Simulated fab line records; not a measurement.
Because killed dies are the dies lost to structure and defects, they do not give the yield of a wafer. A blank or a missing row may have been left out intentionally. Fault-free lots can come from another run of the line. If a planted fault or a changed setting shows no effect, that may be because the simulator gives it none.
A struck lot beside a sound one	flow n5-finfet	22 steps out of a route of 1938
Sound: wafers L966.3, L966.4, L966.6. Wafers L976.3, L976.4, L976.5 were the ones struck. The cause is named last.
Order at every step that has rows: each side's tool, ch and its chambers, its first start. Under that, the readings that differ: sound wafers	struck wafers	difference of the means	sigmas: that difference in standard deviations of wafers without a fault.
alike: words and numbers the same on both sides, and readings whose means are apart by under 2 such deviations; not compared: readings that were withheld, readings missing a value for some wafer, numbers with overlapping values and no deviation given by the record, and bounds like >300 which may hide the same value.
Wherever a step has rows on one side only, a row that says differs or no value, or a row with sigmas, the two part there. Numbers that have no deviation but don't overlap get no sigmas and don't part them. A reading missing from all wafers of one side parts the sides only when that side holds two or more wafers.

first, 9 steps without rows for these wafers: N5_GATE_CUT_COAT_27 (time 60 s, resist thk 10 nm); N5_GATE_CUT_COAT_07 (resist thk 30 nm); N5_GATE_CUT_EBR_09; N5_GATE_CUT_SOFTBAKE_08 (time 60 s); N5_GATE_CUT_EXPOSE_10 (exposes mask GATE CUT, target cd 20 nm); N5_GATE_CUT_PEB_11 (peb time 60 s); N5_GATE_CUT_DEVELOP_12 (develop time 30 s); N5_GATE_CUT_DESCUM_18 (chemistry O2, time 7 s); N5_GATE_CUT_ETCH_28 (etches underlayer in N2/H2, target depth 13 nm, time 10.4 s).
N5_GATE_CUT_ETCH_36: etches SiARC in CF4, target depth 13 nm, time 21.7 s.
  sound on rie-diel-02 ch 1,3, day 5 03:44; struck on rie-diel-04 ch 0,2,3, day 7 16:26
  no value came back on the struck wafers for any of 9 readings (bias-w (W), cf4-flow-sccm (sccm) and others); on the sound wafers bias-w (W) reads 36.03 35.84 35.74
reading	sound	struck	difference	sigmas
model.CAR-EUV_of_GATE_CUT_COAT_07.thk-nm (nm)	7 7 7	14.4 14.6 14.8	+7.6	
  not compared: rf-hours-counter-h
N5_GATE_CUT_ETCH_37: etches SOC in N2/H2, target depth 60 nm, overetch 12 nm, time 90 s.
  sound on rie-diel-02 ch 1,3, day 5 03:45; struck on rie-diel-04 ch 0,2,3, day 7 16:28
reading	sound	struck	difference	sigmas
oes-product-au (a.u.)	0.73 0.69 0.69	0.30 0.32 0.33	-0.39	-7
  alike: bias-w, chamber-pressure-mTorr, drypump-motor-current-A, rf-vpp-V, showerhead-plenum-p-Torr, throttle-valve-pct
  not compared: rf-hours-counter-h
then, 2 steps without rows for these wafers: N5_GATE_CUT_STRIP_38 (strips in N2/H2); N5_GATE_CUT_STRIP_39 (strips in N2/H2).
N5_GATE_CUT_HM_OPEN_40: chemistry C4F6/O2, target SiO2, target depth 139 nm, time 85.1 s.
  sound on rie-diel-02 ch 1,3, day 5 03:50; struck on rie-diel-04 ch 0,2,3, day 7 16:33
reading	sound	struck	difference	sigmas
bias-w (W)	184.8 184.8 184.9	- - -	no value on the struck wafers	
etch-rf-on-time-s (s)	91.9 95.1 94.7	212.8 212.7 212.7	+118.8	+57
oes-product-au (a.u.)	0.74 0.70 0.70	0.30 0.32 0.33	-0.40	-7
  alike: C4F6_flow_sccm, drypump-motor-current-A, mfc-ar-sccm, rf-vpp-V, showerhead-plenum-p-Torr, throttle-valve-pct
  not compared: rf-hours-counter-h
then, 2 steps without rows for these wafers: N5_GATE_CUT_STRIP_41 (strips in CF4); N5_GATE_CUT_STRIP_42 (strips in O2).
N5_GATE_CUT_ETCH_19: etches SiNx in CH3F/O2, target depth 53.7 nm, time 76.7 s.
  sound on rie-diel-02 ch 1,3, day 5 03:58; struck on rie-diel-04 ch 0,2,3, day 7 16:40
reading	sound	struck	difference	sigmas
bias-w (W)	73.20 72.62 73.21	- - -	no value on the struck wafers	
etch-rf-on-time-s (s)	75.9 77.5 77.3	191.7 191.8 191.7	+114.8	+96
oes-product-au (a.u.)	0.69 0.66 0.66	0.30 0.31 0.32	-0.36	-7
  alike: CH3F_flow_sccm, O2_flow_sccm, drypump-motor-current-A, mfc-ar-sccm, rf-vpp-V, showerhead-plenum-p-Torr, throttle-valve-pct
  not compared: rf-hours-counter-h
N5_GATE_CUT_CUT_ETCH_53: etches W in SF6/Cl2, target depth 79.2 nm.
  sound on rie-metal-02 ch 0,1, day 5 04:05; struck on rie-metal-03 ch 0,1, day 7 16:48
reading	sound	struck	difference	sigmas
etch-rf-on-time-s (s)	26.6 26.2 26.1	34.3 34.3 34.3	+8.0	+17
oes-product-au (a.u.)	0.61 0.86 0.87	0.32 0.22 0.21	-0.53	-4
throttle-valve-pct (%)	28.65 29.09 29.08	27.69 27.55 27.56	-1.34	-6
  alike: SF6_flow_sccm, bias-w, drypump-motor-current-A, he-backside-leak-sccm
  not compared: rf-hours-counter-h
N5_GATE_CUT_CUT_ETCH_54: etches TiN in Cl2/BCl3, target depth 96.7 nm.
  sound on rie-metal-02 ch 0,1, day 5 04:09; struck on rie-metal-03 ch 0,1, day 7 16:52
reading	sound	struck	difference	sigmas
etch-rf-on-time-s (s)	37.2 36.5 36.5	47.9 47.9 47.9	+11.2	+17
oes-product-au (a.u.)	0.61 0.86 0.88	0.32 0.22 0.22	-0.53	-4
throttle-valve-pct (%)	22.00 22.18 22.18	22.91 22.88 22.87	+0.77	+4
  alike: bcl3-flow-sccm, bias-w, drypump-motor-current-A, he-backside-leak-sccm, mfc-ar-sccm
  not compared: rf-hours-counter-h
N5_GATE_CUT_CUT_ETCH_55: etches HfO2 in BCl3, target depth 3.2 nm.
  sound on rie-metal-02 ch 0,1, day 5 04:12; struck on rie-metal-03 ch 0,1, day 7 16:55
reading	sound	struck	difference	sigmas
oes-product-au (a.u.)	0.67 0.95 0.95	0.32 0.21 0.22	-0.61	-5
  alike: bcl3-flow-sccm, bias-w, drypump-motor-current-A, he-backside-leak-sccm, throttle-valve-pct
  not compared: rf-hours-counter-h
N5_BEOL_M4_RC_MEAS_101:
  the record has rows for the sound wafers here (prober-02 ch 0, day 8 11:49) and none for the struck ones
-- a jump in the record: the struck wafers' starts before and after are 8 days apart (it breaks off in module BEOL_M4 and resumes in module PASSIVATION, where the first step shown is number 1936 of the route) --
N5_PASSIVATION_PROBE_49:
  rows exist in the record for the struck wafers here (prober-01, day 15 09:33), but not for the sound ones

== WHERE THEY PART ==
Last at N5_PASSIVATION_PROBE_49 as far as this record goes, first at N5_GATE_CUT_ETCH_36.

WHY: whatever the simulator had introduced
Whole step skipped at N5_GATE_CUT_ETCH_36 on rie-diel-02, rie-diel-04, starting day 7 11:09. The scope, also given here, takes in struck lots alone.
